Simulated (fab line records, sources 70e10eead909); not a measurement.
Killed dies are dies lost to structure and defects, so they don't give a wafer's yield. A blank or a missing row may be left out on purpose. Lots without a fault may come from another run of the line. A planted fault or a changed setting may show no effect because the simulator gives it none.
Tool commonality check | flow nand_harc | 14 lots, 42 wafers sampled

WHY IT WAS OPENED
At NHARC_A_BONDPAD_THK_MEAS_20 the reading thk_nm is flagged on 2 of 14 lots. Wafers without a fault read 169.6 nm, standard deviation 1.6.
Rule: a lot is flagged when every wafer of it that has a number lies more than 4 standard deviations from that mean, or none has a number. The other lots count as sound.

lot  | measured     | on            | thk_nm (nm), wafer by wafer | flag
L719 | day 18 02:11 | film_metro-02 | 167.3 170.0 168.8           |
L722 | day 18 08:18 | film_metro-01 | 168.4 168.5 168.5           |
L721 | day 18 10:04 | film_metro-01 | 170.1 169.4 171.1           |
L724 | day 18 23:11 | film_metro-01 | 169.9 171.6 168.3           |
L725 | day 19 04:32 | film_metro-02 | 168.7 169.2 168.1           |
L723 | day 19 12:31 | film_metro-01 | 168.4 168.0 166.3           |
L728 | day 19 21:07 | film_metro-01 | 168.4 169.4 170.7           |
L727 | day 20 09:05 | film_metro-01 | 171.0 167.5 171.0           |
L729 | day 20 09:43 | film_metro-02 | 170.1 171.9 170.1           |
L731 | day 21 06:25 | film_metro-02 | 168.0 171.1 168.9           |
L730 | day 21 06:55 | film_metro-02 | 166.9 169.7 168.0           |
L739 | day 23 07:20 | film_metro-01 | 30.3 29.7 29.7              | FLAGGED
L741 | day 23 16:18 | film_metro-02 | 29.1 30.9 29.8              | FLAGGED
L742 | day 24 11:34 | film_metro-01 | 167.7 170.0 168.0           |
The numbers of the flagged lots are 29.9 nm on average: -139.7 nm against the usual, or -87 standard deviations.

WHICH TOOL RAN EACH LOT
The record holds 3 process steps before the reading, out of a route of 1159 steps. In each cell: the tool, then ch and the chambers that the sampled wafers went through, then the start.
lot  | flag    | NHARC_A_M1_ANNEAL_31             | NHARC_A_BONDPAD_ETCH_12                       | NHARC_A_BONDPAD_ECD_18
L719 |         | rtp_anneal-01 ch 0, day 17 20:51 | rie_diel-13 ch 0,1, day 18 01:08 or earlier   | ecd_cu-01 ch 0,1, day 18 01:08
L722 |         | rtp_anneal-01 ch 0, day 18 03:00 | rie_diel-13 ch 1,2, day 18 07:19 or earlier   | ecd_cu-01 ch 0,1, day 18 07:19
L721 |         | rtp_anneal-02 ch 0, day 18 04:52 | rie_diel-13 ch 0,1,3, day 18 09:07 or earlier | ecd_cu-01 ch 0,1, day 18 09:07
L724 |         | rtp_anneal-02 ch 0, day 18 17:44 | rie_diel-13 ch 0,1, day 18 22:13 or earlier   | ecd_cu-01 ch 0,1, day 18 22:13
L725 |         | rtp_anneal-01 ch 0, day 18 22:51 | rie_diel-13 ch 0,1,3, day 19 03:29 or earlier | ecd_cu-02 ch 0,1, day 19 03:29
L723 |         | rtp_anneal-01 ch 0, day 19 07:13 | rie_diel-13 ch 1,2, day 19 11:29 or earlier   | ecd_cu-01 ch 0,1, day 19 11:29
L728 |         | rtp_anneal-02 ch 0, day 19 15:43 | rie_diel-09 ch 0,2, day 19 20:06 or earlier   | ecd_cu-02 ch 0,1, day 19 20:06
L727 |         | rtp_anneal-01 ch 0, day 20 03:35 | rie_diel-13 ch 0,3, day 20 07:52 or earlier   | ecd_cu-01 ch 0,1, day 20 07:52
L729 |         | rtp_anneal-01 ch 0, day 20 04:34 | rie_diel-13 ch 0,1, day 20 08:46 or earlier   | ecd_cu-02 ch 0,1, day 20 08:46
L731 |         | rtp_anneal-02 ch 0, day 21 01:15 | rie_diel-09 ch 0,1,2, day 21 05:23 or earlier | ecd_cu-01 ch 0,1, day 21 05:23
L730 |         | rtp_anneal-02 ch 0, day 21 01:37 | rie_diel-09 ch 0,3, day 21 05:53 or earlier   | ecd_cu-01 ch 1, day 21 05:53
L739 | FLAGGED | rtp_anneal-01 ch 0, day 23 01:50 | rie_diel-13 ch 0,2,3, day 23 06:20 or earlier | ecd_cu-01 ch 0,1, day 23 06:20
L741 | FLAGGED | rtp_anneal-01 ch 0, day 23 10:31 | rie_diel-09 ch 0,2, day 23 15:15 or earlier   | ecd_cu-01 ch 0,1, day 23 15:15
L742 |         | rtp_anneal-01 ch 0, day 24 05:47 | rie_diel-09 ch 0,1,3, day 24 10:21 or earlier | ecd_cu-02 ch 0,1, day 24 10:21
What these steps do:
- NHARC_A_M1_ANNEAL_31: time 90 s.
- NHARC_A_BONDPAD_ETCH_12: etches the open film in CHF3/O2, target depth 220 nm, time 110 s.
- NHARC_A_BONDPAD_ECD_18: material Cu, target thk 400 nm.
- NHARC_A_BONDPAD_THK_MEAS_20: measures by xrf.

FLAGGED OVER TOTAL, TOOL BY TOOL (the gauges that took the reading come last)
step                        | tool          | lots run | flagged | share of the flagged lots | sound lots run after its first flagged lot
NHARC_A_M1_ANNEAL_31        | rtp_anneal-01 | 9        | 2       | all                       | 1 (L742)
NHARC_A_M1_ANNEAL_31        | rtp_anneal-02 | 5        | 0       | none                      | -
NHARC_A_BONDPAD_ETCH_12     | rie_diel-09   | 5        | 1       | some                      | 1 (L742)
NHARC_A_BONDPAD_ETCH_12     | rie_diel-13   | 9        | 1       | some                      | 0
NHARC_A_BONDPAD_ECD_18      | ecd_cu-01     | 10       | 2       | all                       | 0
NHARC_A_BONDPAD_ECD_18      | ecd_cu-02     | 4        | 0       | none                      | -
NHARC_A_BONDPAD_THK_MEAS_20 | film_metro-01 | 8        | 1       | some                      | 1 (L742)
NHARC_A_BONDPAD_THK_MEAS_20 | film_metro-02 | 6        | 1       | some                      | 0
NHARC_A_BONDPAD_ETCH_12 gives no start for some lots, so the hours and the order of its lots are those of NHARC_A_BONDPAD_ECD_18.

WHAT THE TABLE ALLOWS
2 rows of the table ran every flagged lot: rtp_anneal-01 at NHARC_A_M1_ANNEAL_31, ecd_cu-01 at NHARC_A_BONDPAD_ECD_18.
- rtp_anneal-01 at NHARC_A_M1_ANNEAL_31: 2 of its 9 lots flagged. Sound lots ran on it after the first flagged one (L742), which a lasting fault on the whole tool wouldn't allow.
- ecd_cu-01 at NHARC_A_BONDPAD_ECD_18: 2 of its 10 lots flagged. Its last sound lot is L730 (day 21 05:53), its first flagged lot L739 (day 23 06:20): a fault that began between those two fits. On the flagged lots its readings are blank where sound lots have values: bath_heat_duty_pct, bath_temp_c.
One tool is left: ecd_cu-01 at NHARC_A_BONDPAD_ECD_18.

WHAT THE SIMULATOR HAD PUT IN
Skipped step whole: ecd_cu-01, from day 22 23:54 on, at NHARC_A_BONDPAD_ECD_18. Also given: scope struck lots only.
Lots struck among those shown: L739, L741. The rule above found the same.
